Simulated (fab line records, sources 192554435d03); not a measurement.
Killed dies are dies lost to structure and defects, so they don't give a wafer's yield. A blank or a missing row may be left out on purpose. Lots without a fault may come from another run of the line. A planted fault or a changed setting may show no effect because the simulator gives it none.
fab line records | flow n5_finfet
record lots=23 wafers=69 last_day=17
route steps=1938 shown BEOL_M4@1072 BEOL_M5@1128
lots that met no fault: from a run of the same line without faults
start_h: hours from the record's first day to the start of the lot's first wafer shown | wait_h: hours since the lot's step before | " the same as in the row above | L1.1+2: a row that stands for several wafers | - no value, or no start given | * or withheld: withheld | < > ~ a bound
route shown NAME@n: a module of which the file shows steps, and the number in the route of the first | usual: mean/standard deviation of fault-free wafers | same: alike in all rows | chamber/n: place in a boat | sites: the reading at each site | _std_site: their standard deviation | _edge_site: outer sites' mean less inner sites' | radius_mm: how far each site lies from the wafer's centre | mask NAME#n: copy n | behind: the tool/chamber that last shaped the wafer | hold: why the lot was held/for how many hours/how that ended | device: the transistor (n, p or np) that didn't switch | end of line: the same wafers' tests at the end of the route | a step without rows: its recipe alone | killed: dies lost to structure and defects at the first sort, not the wafer's yield | map: a wafer's dies, x killed, . not, _ none there
set.NAME: the setting as run; set.NAME@STEP: as run at that earlier step | model.NAME: the simulator's own value behind a step, which no gauge read
steps of the route over a sample of lots; a table a step, a row a wafer
services: from which hour (start_h, from the record's first day; less than 0 if before it) a tool's chamber was out of use, for how many hours, and why
## steps
# step N5_BEOL_M4_STRIP_97
# recipe chemistry=N2/H2 time_s=10 power_w=450 temp_c=40 pressure_mtorr=20 rf_frequency_hz=6e+07 bias_power_w=7 n2_flow_sccm=200 h2_flow_sccm=200
# usual drypump_motor_current_A=5.6/0.49 oes_product_au=0.78/0.081 rf_vpp_V=59.2/0.86 showerhead_plenum_p_Torr=2.54/0.099 throttle_valve_pct=23.76/0.22
# columns lot.wafer tool chamber start_h wait_h drypump_motor_current_A oes_product_au rf_hours_counter_h rf_vpp_V showerhead_plenum_p_Torr throttle_valve_pct
L074.1 rie_diel-05 0 - - 5.9 0.77 116 58.6 2.65 23.79
L074.4 " 3 " " 6.4 0.69 228 59.0 2.39 23.66
L074.6 " 2 " " 5.4 0.89 - 60.0 2.71 23.58
L075.1 rie_diel-05 0 - - 5.9 0.78 116 57.5 2.65 23.78
L075.4 " 1 " " 5.1 0.90 32 59.4 2.48 23.48
L075.6 " 1 " " 5.1 0.90 - 58.8 2.48 23.49
L076.2 rie_diel-06 2 - - 5.3 0.73 183 58.8 2.53 23.90
L076.3 " 3 " " 4.9 1.01 0 58.3 2.72 23.95
L076.4 " 0 " " 4.8 0.76 156 59.7 2.42 23.27
L077.2 rie_diel-04 1 - - 5.8 0.75 178 58.5 2.44 23.63
L077.3 " 3 " " 5.1 0.76 126 58.8 2.54 23.71
L077.5 " 3 " " 5.1 0.76 - 59.2 2.54 23.70
L078.1 rie_diel-06 0 - - 4.8 0.75 160 58.9 2.42 23.26
L078.2 " 2 " " 5.3 0.73 188 57.9 2.53 23.89
L078.3 " 1 " " 5.6 0.73 190 57.5 2.52 24.20
L079.3 rie_diel-04 1 - - 5.8 0.75 181 58.8 2.43 23.61
L079.4 " 2 " " 6.3 0.86 59 58.2 2.47 23.75
L079.5 " 1 " " 5.8 0.75 - 60.1 2.43 23.62
L080.2 rie_diel-04 1 - - 5.9 0.75 183 59.1 2.43 23.61
L080.3 " 2 " " 6.3 0.86 61 58.8 2.47 23.74
L080.6 " 3 " " 5.1 0.76 - 58.6 2.54 23.71
L082.1 rie_diel-04 2 - - 6.3 0.84 62 58.7 2.47 23.74
L082.4 " 1 " " 5.9 0.74 184 59.1 2.43 23.63
L082.5 " 0 " " 5.8 0.67 - 59.1 2.62 24.00
L081.2 rie_diel-04 2 - - 6.4 0.85 62 58.4 2.47 23.76
L081.3 " 3 " " 5.1 0.76 132 59.1 2.54 23.73
L081.4 " 1 " " 5.9 0.75 184 58.7 2.43 23.63
L083.1 rie_diel-06 2 - - 5.3 0.73 193 59.0 2.52 23.91
L083.5 " 0 " " 4.8 0.75 - 59.1 2.42 23.26
L083.6 " 1 " " 5.6 0.73 - 59.4 2.52 24.20
L084.1 rie_diel-05 0 - - 5.9 0.75 136 59.4 2.64 23.82
L084.2 " 3 " " 6.4 0.66 248 58.5 2.38 23.70
L084.4 " 1 " " 5.1 0.86 55 59.1 2.47 23.51
L086.1 rie_diel-05 2 - - 5.4 0.85 73 60.8 2.70 23.62
L086.2 " 1 " " 5.1 0.85 62 59.4 2.47 23.53
L086.4 " 1 " " 5.1 0.85 - 59.1 2.47 23.53
L085.3 rie_diel-06 0 - - 4.8 0.74 178 57.7 2.41 23.29
L085.4 " 3 " " 4.9 0.93 21 58.5 2.71 23.97
L085.5 " 3 " " 4.9 0.92 - 59.7 2.71 23.96
L087.2 rie_diel-04 0 - - 5.7 0.66 234 57.2 2.61 24.02
L087.4 " 2 " " 6.3 0.83 78 59.1 2.47 23.77
L087.5 " 3 " " 5.0 0.74 - 60.0 2.53 23.73
L088.3 rie_diel-06 3 - - 4.9 0.93 23 60.6 2.71 23.98
L088.4 " 2 " " 5.3 0.73 206 57.9 2.52 23.92
L088.5 " 3 " " 4.8 0.92 - 58.3 2.71 23.97
L089.1 rie_diel-06 0 - - 4.8 0.74 181 58.8 2.41 23.28
L089.2 " 3 " " 4.8 0.93 25 61.6 2.71 23.99
L089.6 " 2 " " 5.3 0.73 - 59.9 2.52 23.91
L091.3 rie_diel-04 1 - - 5.8 0.73 207 59.6 2.42 23.65
L091.4 " 0 " " 5.8 0.66 241 60.5 2.61 24.02
L091.5 " 1 " " 5.8 0.73 - 57.6 2.42 23.64
L090.1 rie_diel-05 3 - - 6.4 0.97 5 61.3 2.70 23.39
L090.4 " 2 " " 5.4 0.84 82 58.3 2.69 23.63
L090.5 " 3 " " 6.4 0.97 - 59.4 2.70 23.39
L092.1 rie_diel-05 3 - - 6.4 0.96 6 59.4 2.70 23.41
L092.2 " 0 " " 5.9 0.75 153 58.6 2.63 23.83
L092.5 " 1 " " 5.1 0.85 - 59.5 2.46 23.54
L093.3 rie_diel-04 3 - - 5.1 0.73 160 57.6 2.52 23.76
L093.4 " 2 " " 6.3 0.83 90 59.7 2.46 23.78
L093.6 " 1 " " 5.9 0.73 - 60.0 2.42 23.66
L094.1 rie_diel-04 1 - - 5.9 0.73 215 57.4 2.42 23.65
L094.4 " 2 " " 6.3 0.81 92 59.2 2.46 23.79
L094.5 " 3 " " 5.0 0.73 - 58.6 2.52 23.76
L095.1 rie_diel-04 2 - - 6.3 0.81 94 60.5 2.46 23.80
L095.4 " 1 " " 5.8 0.72 216 59.5 2.42 23.64
L095.6 " 2 " " 6.3 0.81 - 58.7 2.46 23.81
L097.1 rie_diel-04 1 - - 5.9 0.72 218 58.7 2.42 23.66
L097.2 " 2 " " 6.3 0.82 96 58.9 2.46 23.79
L097.5 " 3 " " 5.0 0.73 - 59.9 2.52 23.75
# step N5_BEOL_M4_SPUTTER_48
# recipe material=Cu target_thk_a=45 temp_c=-20 chamber_pressure_pa=0.07 power_w=withheld time_s=8.29
# usual substrate_temp_c=-20.00/0.1 throttle_valve_pct=29.8/0.96
# columns lot.wafer tool chamber start_h wait_h substrate_temp_c throttle_valve_pct
L074.1 pvd_sputter-03 - 163.78 0.2 -20.03 31.4
L074.4 " - " " -19.78 31.5
L074.6 " - " " -20.06 29.1
L075.1 pvd_sputter-03 - 166.50 0.1 -20.10 31.4
L075.4 " - " " -20.05 31.6
L075.6 " - " " -20.02 29.5
L076.2 pvd_sputter-01 - 175.41 0.2 -20.04 29.7
L076.3 " - " " -20.09 29.6
L076.4 " - " " -19.97 29.9
L077.2 pvd_sputter-02 - 180.15 0.2 -19.98 31.3
L077.3 " - " " -19.94 30.2
L077.5 " - " " -20.01 31.2
L078.1 pvd_sputter-03 - 189.85 0.1 -19.95 29.4
L078.2 " - " " -19.93 29.1
L078.3 " - " " -20.05 28.6
L079.3 pvd_sputter-01 - 191.28 1.4 -20.15 29.3
L079.4 " - " " -19.94 30.0
L079.5 " - " " -20.12 28.2
L080.2 pvd_sputter-02 - 197.17 0.1 -20.04 29.7
L080.3 " - " " -19.92 31.2
L080.6 " - " " -19.99 29.2
L082.1 pvd_sputter-01 - 200.18 0.2 -19.89 29.5
L082.4 " - " " -20.02 28.1
L082.5 " - " " -19.92 29.8
L081.2 pvd_sputter-03 - 200.45 0.3 -20.00 31.4
L081.3 " - " " -20.07 28.9
L081.4 " - " " -19.85 29.4
L083.1 pvd_sputter-03 - 205.29 0.3 -19.94 28.8
L083.5 " - " " -20.27 29.5
L083.6 " - " " -19.95 31.5
L084.1 pvd_sputter-03 - 223.72 0.1 -20.01 31.6
L084.2 " - " " -19.84 29.4
L084.4 " - " " -20.01 29.0
L086.1 pvd_sputter-01 - 238.94 0.1 -19.89 29.5
L086.2 " - " " -20.08 28.0
L086.4 " - " " -20.03 30.2
L085.3 pvd_sputter-02 - 239.11 0.1 -20.03 31.1
L085.4 " - " " -20.07 30.2
L085.5 " - " " -19.97 30.3
L087.2 pvd_sputter-01 - 242.12 0.1 -19.97 30.1
L087.4 " - " " -20.01 28.2
L087.5 " - " " -20.15 28.2
L088.3 pvd_sputter-03 - 243.62 1.2 -20.03 29.4
L088.4 " - " " -19.94 28.6
L088.5 " - " " -19.89 31.4
L089.1 pvd_sputter-02 - 246.22 0.1 -19.90 30.3
L089.2 " - " " -20.12 29.5
L089.6 " - " " -19.77 30.1
L091.3 pvd_sputter-03 - 260.90 0.1 -19.73 29.3
L091.4 " - " " -20.13 32.0
L091.5 " - " " -19.99 29.0
L090.1 pvd_sputter-02 - 262.59 1.3 -19.78 29.6
L090.4 " - " " -19.87 31.3
L090.5 " - " " -20.16 30.2
L092.1 pvd_sputter-03 - 264.80 0.2 -20.02 31.4
L092.2 " - " " -19.98 29.0
L092.5 " - " " -20.05 29.4
L093.3 pvd_sputter-02 - 278.95 0.2 -19.87 31.2
L093.4 " - " " -20.00 30.3
L093.6 " - " " -20.12 29.0
L094.1 pvd_sputter-02 - 283.87 0.1 -19.80 31.5
L094.4 " - " " -20.03 29.5
L094.5 " - " " -19.95 29.5
L095.1 pvd_sputter-02 - 287.42 0.1 -19.89 30.9
L095.4 " - " " -19.91 29.3
L095.6 " - " " -19.89 29.2
L097.1 pvd_sputter-03 - 293.88 0.1 -19.93 28.6
L097.2 " - " " -19.84 31.2
L097.5 " - " " -19.89 28.9
# step N5_BEOL_M4_SPUTTER_90
# recipe material=Cu target_thk_a=45 temp_c=-20 chamber_pressure_pa=0.07 power_w=withheld time_s=8.29
# usual substrate_temp_c=-20.01/0.099 throttle_valve_pct=29.8/0.94
# columns lot.wafer tool chamber start_h wait_h substrate_temp_c throttle_valve_pct
L074.1 pvd_sputter-03 - 164.88 0.1 -20.03 31.3
L074.4 " - " " -20.04 31.6
L074.6 " - " " -19.96 28.8
L075.1 pvd_sputter-03 - 167.60 0.1 -20.14 31.4
L075.4 " - " " -20.09 31.2
L075.6 " - " " -20.06 29.1
L076.2 pvd_sputter-01 - 176.51 0.1 -20.16 29.8
L076.3 " - " " -20.15 29.5
L076.4 " - " " -20.07 29.9
L077.2 pvd_sputter-02 - 181.25 0.1 -20.08 31.1
L077.3 " - " " -19.96 30.2
L077.5 " - " " -20.09 31.0
L078.1 pvd_sputter-03 - 190.95 0.1 -19.89 29.3
L078.2 " - " " -20.04 29.0
L078.3 " - " " -20.07 29.1
L079.3 pvd_sputter-01 - 192.38 0.1 -19.97 29.5
L079.4 " - " " -20.09 29.9
L079.5 " - " " -19.95 27.9
L080.2 pvd_sputter-02 - 198.27 0.1 -19.81 29.9
L080.3 " - " " -19.99 31.3
L080.6 " - " " -19.91 29.4
L082.1 pvd_sputter-01 - 201.28 0.1 -20.20 29.4
L082.4 " - " " -20.03 27.9
L082.5 " - " " -20.03 30.1
L081.2 pvd_sputter-03 - 201.55 0.1 -19.85 31.2
L081.3 " - " " -20.02 29.0
L081.4 " - " " -20.00 29.3
L083.1 pvd_sputter-03 - 206.39 0.1 -19.85 29.1
L083.5 " - " " -19.93 29.5
L083.6 " - " " -20.00 31.5
L084.1 pvd_sputter-03 - 224.82 0.1 -20.03 31.3
L084.2 " - " " -19.82 29.4
L084.4 " - " " -19.91 29.1
L086.1 pvd_sputter-01 - 240.04 0.1 -20.02 29.5
L086.2 " - " " -20.02 28.2
L086.4 " - " " -19.98 29.7
L085.3 pvd_sputter-02 - 240.21 0.1 -20.16 31.4
L085.4 " - " " -19.88 30.3
L085.5 " - " " -20.01 30.4
L087.2 pvd_sputter-01 - 243.22 0.1 -20.05 29.9
L087.4 " - " " -20.03 28.2
L087.5 " - " " -20.05 28.1
L088.3 pvd_sputter-03 - 244.72 0.1 -20.19 29.2
L088.4 " - " " -19.98 28.9
L088.5 " - " " -19.92 31.6
L089.1 pvd_sputter-02 - 247.32 0.1 -19.94 30.1
L089.2 " - " " -20.12 29.9
L089.6 " - " " -20.09 30.2
L091.3 pvd_sputter-03 - 262.00 0.1 -19.91 29.6
L091.4 " - " " -19.98 31.6
L091.5 " - " " -19.95 29.1
L090.1 pvd_sputter-02 - 263.69 0.1 -20.08 29.7
L090.4 " - " " -20.09 30.8
L090.5 " - " " -20.24 30.5
L092.1 pvd_sputter-03 - 265.90 0.1 -19.91 31.5
L092.2 " - " " -20.09 28.7
L092.5 " - " " -20.00 29.4
L093.3 pvd_sputter-02 - 280.05 0.1 -20.11 31.4
L093.4 " - " " -19.96 30.4
L093.6 " - " " -20.02 29.4
L094.1 pvd_sputter-02 - 284.97 0.1 -20.20 31.2
L094.4 " - " " -20.02 29.9
L094.5 " - " " -19.94 29.4
L095.1 pvd_sputter-02 - 288.52 0.1 -19.94 31.1
L095.4 " - " " -20.06 29.3
L095.6 " - " " -19.99 29.5
L097.1 pvd_sputter-03 - 294.98 0.1 -20.05 28.8
L097.2 " - " " -19.91 31.6
L097.5 " - " " -20.29 28.9
# step N5_BEOL_M5_INSPECT_13
# recipe mode=adi inspect_instrument=brightfield
# usual raw_defect_count=421/98
# columns lot.wafer tool chamber start_h wait_h raw_defect_count
L074.1 defect_inspect-02 - 170.05 0.1 428
L074.4 " - " " 258
L074.6 " - " " 378
L075.1 defect_inspect-02 - 172.44 0.1 355
L075.4 " - " " 427
L075.6 " - " " 411
L076.2 defect_inspect-02 - 182.25 0.0 336
L076.3 " - " " 381
L076.4 " - " " 459
L077.2 defect_inspect-02 - 186.55 0.0 505
L077.3 " - " " 357
L077.5 " - " " 411
L078.1 defect_inspect-01 - 195.95 0.1 461
L078.2 " - " " 469
L078.3 " - " " 439
L079.3 defect_inspect-01 - 196.79 0.0 451
L079.4 " - " " 507
L079.5 " - " " 566
L080.2 defect_inspect-01 - 203.44 0.0 301
L080.3 " - " " 469
L080.6 " - " " 278
L082.1 defect_inspect-01 - 206.00 0.1 451
L082.4 " - " " 402
L082.5 " - " " 561
L081.2 defect_inspect-01 - 207.89 0.0 516
L081.3 " - " " 603
L081.4 " - " " 558
L083.1 defect_inspect-02 - 211.44 0.1 522
L083.5 " - " " 361
L083.6 " - " " 360
L084.1 defect_inspect-01 - 230.14 0.1 385
L084.2 " - " " 345
L084.4 " - " " 534
L086.1 defect_inspect-02 - 244.76 0.1 423
L086.2 " - " " 335
L086.4 " - " " 305
L085.3 defect_inspect-01 - 244.86 0.0 345
L085.4 " - " " 342
L085.5 " - " " 274
L087.2 defect_inspect-01 - 247.92 0.0 372
L087.4 " - " " 389
L087.5 " - " " 390
L088.3 defect_inspect-01 - 249.38 0.0 359
L088.4 " - " " 343
L088.5 " - " " 441
L089.1 defect_inspect-02 - 252.32 0.1 383
L089.2 " - " " 499
L089.6 " - " " 311
L091.3 defect_inspect-02 - 267.25 0.0 364
L091.4 " - " " 301
L091.5 " - " " 274
L090.1 defect_inspect-02 - 268.10 0.1 378
L090.4 " - " " 359
L090.5 " - " " 390
L092.1 defect_inspect-02 - 270.41 0.1 241
L092.2 " - " " 457
L092.5 " - " " 304
L093.3 defect_inspect-01 - 284.38 0.1 450
L093.4 " - " " 392
L093.6 " - " " 531
L094.1 defect_inspect-01 - 290.50 0.1 437
L094.4 " - " " 623
L094.5 " - " " 432
L095.1 defect_inspect-01 - 292.86 0.1 375
L095.4 " - " " 398
L095.6 " - " " 478
L097.1 defect_inspect-01 - 299.90 0.1 413
L097.2 " - " " 450
L097.5 " - " " 385
# step N5_BEOL_M5_STRIP_19
# recipe chemistry=O2 power_w=400 temp_c=40 pressure_mtorr=30 rf_frequency_hz=6e+07 bias_power_w=0 overash_fraction=0.2 o2_flow_sccm=225
# usual drypump_motor_current_A=5.9/0.48 oes_product_au=0.78/0.081 rf_vpp_V=3.6/0.4 showerhead_plenum_p_Torr=2.14/0.061 throttle_valve_pct=16.62/0.18
# same overash_fraction=0.2
# columns lot.wafer tool chamber start_h wait_h drypump_motor_current_A oes_product_au rf_hours_counter_h rf_vpp_V showerhead_plenum_p_Torr throttle_valve_pct
L074.1 rie_diel-03 1 170.45 0.1 6.1 0.75 167 3.3 2.16 16.68
L074.4 " 2 " " 4.9 0.94 9 3.9 2.04 16.30
L074.6 " 1 " " 6.1 0.76 - 3.3 2.16 16.67
L075.1 rie_diel-01 3 172.83 0.1 6.3 0.73 184 3.7 2.10 16.76
L075.4 " 1 " " 5.9 0.87 44 4.1 2.25 16.59
L075.6 " 2 " " 5.7 0.72 - 3.6 2.17 16.41
L076.2 rie_diel-03 0 182.67 0.1 6.7 0.76 120 3.8 2.11 16.68
L076.3 " 1 " " 6.0 0.75 170 3.4 2.16 16.67
L076.4 " 3 " " 5.9 0.71 179 3.6 2.18 16.90
L077.2 rie_diel-01 1 186.94 0.1 5.9 0.87 48 3.7 2.24 16.59
L077.3 " 0 " " 5.8 0.91 26 2.8 2.11 16.50
L077.5 " 1 " " 5.9 0.87 - 3.7 2.24 16.59
L078.1 rie_diel-03 3 196.34 0.1 6.0 0.72 182 3.7 2.18 16.91
L078.2 " 2 " " 4.9 0.90 16 3.8 2.04 16.32
L078.3 " 0 " " 6.7 0.76 124 4.1 2.11 16.71
L079.3 rie_diel-02 1 197.18 0.1 5.8 0.75 160 3.9 2.11 16.50
L079.4 " 0 " " 5.1 0.69 232 3.5 2.16 16.80
L079.5 " 1 " " 5.8 0.75 - 3.8 2.11 16.52
L080.2 rie_diel-02 0 203.83 0.1 5.0 0.70 234 3.6 2.16 16.82
L080.3 " 3 " " 5.6 0.95 9 3.9 2.24 16.33
L080.6 " 1 " " 5.7 0.75 - 3.7 2.11 16.51
L082.1 rie_diel-01 3 206.39 0.1 6.3 0.74 194 3.4 2.10 16.77
L082.4 " 1 " " 5.9 0.87 54 3.6 2.24 16.59
L082.5 " 3 " " 6.3 0.74 - 4.0 2.10 16.77
L081.2 rie_diel-02 3 208.56 0.3 5.6 0.96 11 3.7 2.24 16.34
L081.3 " 0 " " 5.0 0.69 235 4.1 2.16 16.82
L081.4 " 1 " " 5.8 0.74 164 3.2 2.11 16.52
L083.1 rie_diel-01 1 211.92 0.1 5.9 0.85 56 2.7 2.24 16.63
L083.5 " 2 " " 5.7 0.70 - 3.8 2.17 16.45
L083.6 " 1 " " 5.9 0.86 - 5.0 2.24 16.60
L084.1 rie_diel-03 1 230.59 0.1 6.1 0.73 183 3.9 2.16 16.71
L084.2 " 0 " " 6.7 0.75 135 3.4 2.11 16.71
L084.4 " 2 " " 4.9 0.87 27 3.3 2.04 16.35
L086.1 rie_diel-01 1 245.15 0.1 5.9 0.85 66 3.8 2.24 16.64
L086.2 " 2 " " 5.7 0.70 216 3.5 2.16 16.47
L086.4 " 0 " " 5.8 0.87 40 4.2 2.11 16.52
L085.3 rie_diel-03 1 245.28 0.1 6.0 0.74 188 3.7 2.16 16.72
L085.4 " 3 " " 5.9 0.71 197 3.3 2.18 16.93
L085.5 " 0 " " 6.7 0.75 - 3.9 2.11 16.72
L087.2 rie_diel-01 2 248.87 0.2 5.7 0.70 217 2.5 2.16 16.46
L087.4 " 3 " " 6.3 0.72 209 4.0 2.09 16.78
L087.5 " 0 " " 5.8 0.88 - 3.4 2.11 16.52
L088.3 rie_diel-01 3 249.94 0.1 6.3 0.73 209 3.3 2.09 16.81
L088.4 " 2 " " 5.7 0.71 218 3.6 2.16 16.48
L088.5 " 2 " " 5.7 0.71 - 3.5 2.16 16.47
L089.1 rie_diel-01 2 252.71 0.1 5.7 0.70 219 3.6 2.16 16.46
L089.2 " 3 " " 6.3 0.73 210 2.6 2.09 16.80
L089.6 " 2 " " 5.7 0.70 - 3.9 2.16 16.46
L091.3 rie_diel-02 3 267.64 0.1 5.5 0.87 33 4.1 2.23 16.39
L091.4 " 1 " " 5.7 0.73 - 3.4 2.10 16.57
L091.5 " 3 " " 5.5 0.89 - 3.7 2.23 16.37
L090.1 rie_diel-01 3 268.85 0.3 6.3 0.72 215 4.4 2.09 16.82
L090.4 " 2 " " 5.7 0.70 223 3.5 2.16 16.46
L090.5 " 2 " " 5.7 0.70 - 3.5 2.16 16.48
L092.1 rie_diel-02 3 270.87 0.1 5.6 0.89 35 3.5 2.23 16.36
L092.2 " 2 " " 6.5 0.70 228 3.8 2.06 16.85
L092.5 " 3 " " 5.6 0.89 - 3.9 2.23 16.38
L093.3 rie_diel-03 0 284.78 0.1 6.7 0.74 151 3.4 2.10 16.75
L093.4 " 1 " " 6.0 0.71 201 3.9 2.15 16.75
L093.6 " 0 " " 6.8 0.73 - 3.4 2.10 16.75
L094.1 rie_diel-02 3 291.47 0.7 5.6 0.88 43 3.7 2.23 16.40
L094.4 " 3 " " 5.6 0.89 - 4.1 2.23 16.38
L094.5 " 2 " " 6.5 0.69 - 3.2 2.06 16.87
L095.1 rie_diel-02 1 293.90 0.2 5.8 0.72 198 4.4 2.10 16.61
L095.4 " 0 " " 5.1 0.98 1 2.9 2.16 16.34
L095.6 " 1 " " 5.8 0.72 - 4.0 2.10 16.58
L097.1 rie_diel-03 3 300.29 0.1 5.9 0.70 213 3.3 2.17 16.96
L097.2 " 2 " " 4.9 0.83 51 3.5 2.03 16.39
L097.5 " 1 " " 6.1 0.71 - 4.1 2.15 16.73
# step N5_BEOL_M5_ETCH_67
# recipe chemistry=CF4 target=SiARC target_depth_a=156 mask_material=CAR-EUV time_s=26 ion_energy_ev=80 pressure_mtorr=40 source_w=545 bias_w=36 Ar_flow_sccm=100 cf4_flow_sccm=100 ends=cleared
# usual bias_w=36.00/0.12 drypump_motor_current_A=5.8/0.56 etch_rf_on_time_s=26.1/0.53 oes_product_au=0.67/0.077 rf_vpp_V=184.5/0.94 showerhead_plenum_p_Torr=2.18/0.057 throttle_valve_pct=15.58/0.2
# columns lot.wafer tool chamber start_h wait_h bias_w drypump_motor_current_A etch_rf_on_time_s oes_product_au rf_hours_counter_h rf_vpp_V showerhead_plenum_p_Torr throttle_valve_pct
L074.1 rie_diel-02 2 171.08 0.0 35.91 6.4 26.8 0.61 203 183.2 2.11 15.73
L074.4 " 0 " " 35.75 5.1 26.0 0.60 225 183.5 2.20 15.68
L074.6 " 2 " " 35.86 6.4 26.4 0.61 - 185.3 2.11 15.72
L075.1 rie_diel-03 2 173.82 0.0 35.78 4.9 26.1 0.78 10 183.2 2.12 15.39
L075.4 " 0 " " 36.06 6.8 26.6 0.65 118 184.4 2.17 15.64
L075.6 " 2 " " 35.82 4.9 26.0 0.77 - 183.9 2.12 15.40
L076.2 rie_diel-01 3 185.11 0.0 36.06 6.3 26.1 0.62 188 183.2 2.14 15.69
L076.3 " 2 " " 35.91 5.7 26.8 0.60 197 184.4 2.20 15.32
L076.4 " 0 " " 36.12 5.8 24.9 0.78 25 185.9 2.19 15.60
L077.2 rie_diel-01 0 187.60 0.0 35.87 5.8 24.7 0.79 26 185.3 2.19 15.61
L077.3 " 3 " " 35.86 6.3 25.9 0.63 189 183.8 2.14 15.69
L077.5 " 1 " " 36.06 5.9 25.7 0.74 - 186.0 2.27 15.48
L078.1 rie_diel-02 1 198.28 0.0 36.09 5.8 25.9 0.64 160 183.3 2.13 15.32
L078.2 " 3 " " 35.99 5.6 25.9 0.83 7 185.5 2.28 15.22
L078.3 " 2 " " 36.07 6.5 26.8 0.61 210 183.5 2.11 15.73
L079.3 rie_diel-03 3 198.80 0.0 36.07 5.9 25.8 0.61 183 184.6 2.20 15.74
L079.4 " 2 " " 36.13 4.9 26.4 0.75 - 184.5 2.11 15.41
L079.5 " 3 " " 36.13 5.9 26.2 0.60 - 185.3 2.20 15.76
L080.2 rie_diel-03 1 206.73 0.0 35.96 6.1 26.0 0.62 174 184.4 2.24 15.82
L080.3 " 2 " " 36.16 4.9 26.2 0.75 18 184.1 2.11 15.41
L080.6 " 2 " " 35.91 4.8 26.3 0.75 - 184.3 2.11 15.40
L082.1 rie_diel-03 0 207.12 0.0 36.01 6.8 26.6 0.64 127 184.7 2.17 15.68
L082.4 " 3 " " 36.05 5.9 26.0 0.61 185 184.5 2.20 15.73
L082.5 " 0 " " 35.93 6.7 26.1 0.64 - 183.9 2.17 15.67
L081.2 rie_diel-01 1 210.12 0.0 36.26 5.9 25.6 0.73 55 184.7 2.27 15.50
L081.3 " 2 " " 36.06 5.7 26.8 0.60 205 186.0 2.20 15.35
L081.4 " 0 " " 35.88 5.8 24.8 0.77 33 184.6 2.19 15.61
L083.1 rie_diel-02 3 212.65 0.0 35.92 5.7 25.7 0.82 12 186.0 2.28 15.25
L083.5 " 2 " " 35.97 6.4 26.4 0.60 - 184.7 2.11 15.75
L083.6 " 3 " " 36.02 5.6 25.7 0.82 - 185.4 2.28 15.24
L084.1 rie_diel-03 3 231.28 0.0 35.86 5.9 26.1 0.60 193 184.3 2.20 15.78
L084.2 " 0 " " 36.26 6.7 26.5 0.63 135 184.6 2.16 15.68
L084.4 " 2 " " 35.96 4.9 26.3 0.74 27 183.7 2.11 15.43
L086.1 rie_diel-03 2 245.71 0.0 35.82 4.9 26.6 0.73 31 184.6 2.11 15.44
L086.2 " 1 " " 35.92 6.1 26.6 0.61 188 185.1 2.23 15.84
L086.4 " 3 " " 35.99 5.9 26.3 0.59 197 184.2 2.20 15.78
L085.3 rie_diel-02 1 246.13 0.0 35.91 5.7 25.8 0.63 176 182.0 2.12 15.37
L085.4 " 1 " " 35.86 5.7 26.1 0.63 - 183.6 2.12 15.38
L085.5 " 3 " " 35.95 5.6 25.4 0.80 - 185.9 2.27 15.25
L087.2 rie_diel-03 2 251.15 0.0 36.04 4.8 26.4 0.72 33 184.0 2.11 15.46
L087.4 " 1 " " 36.17 6.1 26.3 0.61 190 185.6 2.23 15.84
L087.5 " 3 " " 36.06 5.9 26.0 0.59 - 185.1 2.20 15.79
L088.3 rie_diel-01 3 251.29 0.0 35.87 6.3 25.8 0.62 209 183.0 2.13 15.73
L088.4 " 1 " " 36.18 5.9 25.7 0.72 69 186.0 2.26 15.51
L088.5 " 3 " " 36.11 6.3 25.8 0.61 - 183.9 2.13 15.72
L089.1 rie_diel-01 3 253.93 0.0 35.99 6.3 26.2 0.61 210 184.8 2.13 15.73
L089.2 " 2 " " 36.24 5.7 26.6 0.59 219 184.6 2.19 15.38
L089.6 " 2 " " 36.29 5.7 26.7 0.60 - 185.2 2.19 15.36
L091.3 rie_diel-02 1 268.58 0.0 35.98 5.7 25.8 0.63 186 184.2 2.12 15.39
L091.4 " 3 " " 35.91 5.6 25.5 0.77 - 184.5 2.27 15.28
L091.5 " 2 " " 35.84 6.4 26.5 0.60 - 186.3 2.11 15.79
L090.1 rie_diel-03 0 269.41 0.0 35.93 6.8 26.7 0.63 146 184.3 2.16 15.72
L090.4 " 2 " " 36.14 4.9 26.8 0.71 40 183.1 2.11 15.45
L090.5 " 2 " " 36.02 4.9 26.4 0.72 - 183.8 2.11 15.46
L092.1 rie_diel-02 3 274.63 0.0 36.25 5.6 25.6 0.77 36 184.6 2.27 15.27
L092.2 " 1 " " 36.06 5.8 25.9 0.62 188 185.5 2.12 15.40
L092.5 " 2 " " 36.00 6.4 26.5 0.59 - 183.3 2.10 15.79
L093.3 rie_diel-03 0 286.49 0.0 35.91 6.8 26.7 0.63 151 183.9 2.16 15.71
L093.4 " 2 " " 36.09 4.9 26.4 0.71 - 184.0 2.10 15.47
L093.6 " 0 " " 35.88 6.7 26.9 0.62 - 185.0 2.16 15.72
L094.1 rie_diel-03 1 292.77 0.0 35.83 6.1 26.7 0.60 205 184.2 2.23 15.88
L094.4 " 3 " " 35.85 5.9 26.2 0.60 211 183.9 2.19 15.82
L094.5 " 2 " " 36.08 4.8 26.7 0.71 - 183.9 2.10 15.46
L095.1 rie_diel-02 1 296.57 0.0 36.12 5.8 25.8 0.62 199 184.7 2.11 15.41
L095.4 " 3 " " 36.03 5.6 25.8 0.75 45 184.8 2.27 15.31
L095.6 " 2 " " 36.19 6.5 26.7 0.59 - 184.1 2.10 15.81
L097.1 rie_diel-02 3 302.02 0.0 36.03 5.6 25.6 0.75 47 185.1 2.27 15.31
L097.2 " 2 " " 35.99 6.4 26.7 0.58 241 183.9 2.10 15.79
L097.5 " 3 " " 36.05 5.6 25.7 0.75 - 185.8 2.27 15.31
## services
# columns tool chamber start_h hours kind
rie_diel-02 3 147.89 - clean
rie_diel-02 3 147.89 - consumable_replace:esc
rie_diel-02 3 147.89 - consumable_replace:focus_ring
rie_diel-02 3 147.89 - consumable_replace:showerhead
rie_diel-02 3 147.89 19.6 scheduled_down
rie_diel-02 3 147.89 19.6 vent_cycle
pvd_sputter-01 - 157.09 9.9 repair
rie_diel-04 - 164.74 4.3 pm
rie_diel-03 - 172.67 0.3 repair
rie_diel-03 1 193.13 8.5 repair
rie_diel-04 - 212.56 0.5 repair
rie_diel-05 0 213.29 4.7 repair
rie_diel-06 - 216.71 2.8 pm
rie_diel-04 0 224.29 7.6 repair
rie_diel-04 - 228.63 2.8 pm
rie_diel-03 - 236.51 0.3 repair
rie_diel-02 2 244.08 21.0 repair
rie_diel-03 0 253.64 2.0 repair
rie_diel-02 0 254.95 14.4 repair
rie_diel-06 3 258.82 2.4 repair
rie_diel-02 3 282.57 1.5 repair
rie_diel-03 3 285.32 6.0 repair
rie_diel-01 - 290.73 2.8 pm
rie_diel-01 2 293.58 40.7 repair
## key
fault none
